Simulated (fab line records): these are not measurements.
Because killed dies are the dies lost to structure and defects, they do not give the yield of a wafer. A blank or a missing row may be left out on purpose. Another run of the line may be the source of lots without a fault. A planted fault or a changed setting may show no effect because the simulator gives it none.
Struck lot and sound lot, side by side	flow nand_harc	15 out of 1302 route steps
Sound: these wafers, L297.3, L297.4, L297.5. Wafers struck: L306.1, L306.3, L306.4. At the end, the cause is stated.
Each step with rows lists, per side, the tool, then ch with its chambers, then its first start. Under that, the readings that differ: sound wafers	struck wafers	difference of the means	sigmas: that difference in standard deviations of wafers without a fault.
alike: words and numbers the same on both sides, and readings whose means are apart by under 2 such deviations; not compared: readings that were withheld, readings missing a value for some wafer, numbers with overlapping values and no deviation given by the record, and bounds like >300 which may hide the same value.
Wherever a step has rows on one side only, a row that says differs or no value, or a row with sigmas, the two part there. Numbers that don't overlap but have no deviation are shown without sigmas and don't part them. Lack of a reading on every wafer of one side parts them only where that side has two or more wafers.

first, 7 steps without rows for these wafers: NHARC_P_M2_COAT_34 (time 65 s); NHARC_P_M2_COAT_03 (resist thk 90 nm); NHARC_P_M2_SOFTBAKE_04 (time 55 s); NHARC_P_M2_EBR_05; NHARC_P_M2_EXPOSE_06 (exposes mask P M2, target cd 170 nm); NHARC_P_M2_PEB_07 (peb time 65 s); NHARC_P_M2_DEVELOP_08 (develop time 35 s).
NHARC_P_M2_CD_MEAS_09: the cd target is 170 nm.
  sound on cd_sem-02 ch 0, day 7 10:01; struck on cd_sem-02 ch 0, day 10 19:53
  alike: cd_nm
NHARC_P_M2_OVL_MEAS_10: pitch 340 nm.
  sound on overlay-01, day 7 10:06; struck on overlay-01, day 10 19:58
  alike: overlay_x_nm, overlay_y_nm
NHARC_P_M2_INSPECT_11:
  sound on defect_inspect-01, day 7 10:08; struck on defect_inspect-01, day 10 20:00
  alike: raw_defect_count
NHARC_P_M2_DESCUM_14: chemistry O2, time 3 s.
  sound on rie_diel-08 ch 0,1,3, day 7 10:13; struck on rie_diel-02 ch 1,2,3, day 10 20:04
  alike: drypump_motor_current_A, oes_product_au, rf_vpp_V, showerhead_plenum_p_Torr, throttle_valve_pct
  not compared: rf_hours_counter_h
NHARC_P_M2_ETCH_35: etches the open film in N2/H2, target depth 40 nm, overetch 12 nm, time 43.94 s.
  sound on rie_diel-08 ch 1,3, day 7 10:17; struck on rie_diel-02 ch 1,2,3, day 10 20:09
  alike: bias_w, chamber_pressure_mTorr, drypump_motor_current_A, oes_product_au, rf_vpp_V, showerhead_plenum_p_Torr, throttle_valve_pct
  not compared: rf_hours_counter_h
NHARC_P_M2_ETCH_15: etches the open film in C4F8/Ar, target depth 182.5 nm, time 91.2 s.
  sound on rie_diel-08 ch 0,2,3, day 7 10:23; struck on rie_diel-02 ch 0,2,3, day 10 20:14
  no value came back on the struck wafers for any of 5 readings (bias_w (W), chamber_pressure_mTorr (mTorr) and others); on the sound wafers bias_w (W) reads 299.2 299.0 299.7
  not compared: rf_hours_counter_h
NHARC_P_M2_CD_MEAS_16:
  sound on cd_sem-01, day 7 10:31; struck on cd_sem-01, day 10 20:22
  alike: cd_nm
-- jump in the record: it breaks off in module P_M2 and resumes in module END (first step shown: number 1302 of the route), and 18 days separate the struck wafers' starts before and after --
NHARC_END_SORT_01:
  here the record holds rows for the struck wafers (prober-02 ch 0, day 28 11:53) but none for the sound ones

## WHERE THEY PART
At NHARC_P_M2_ETCH_15 first; at NHARC_END_SORT_01 last (within this record only).

WHY: whatever the simulator had introduced
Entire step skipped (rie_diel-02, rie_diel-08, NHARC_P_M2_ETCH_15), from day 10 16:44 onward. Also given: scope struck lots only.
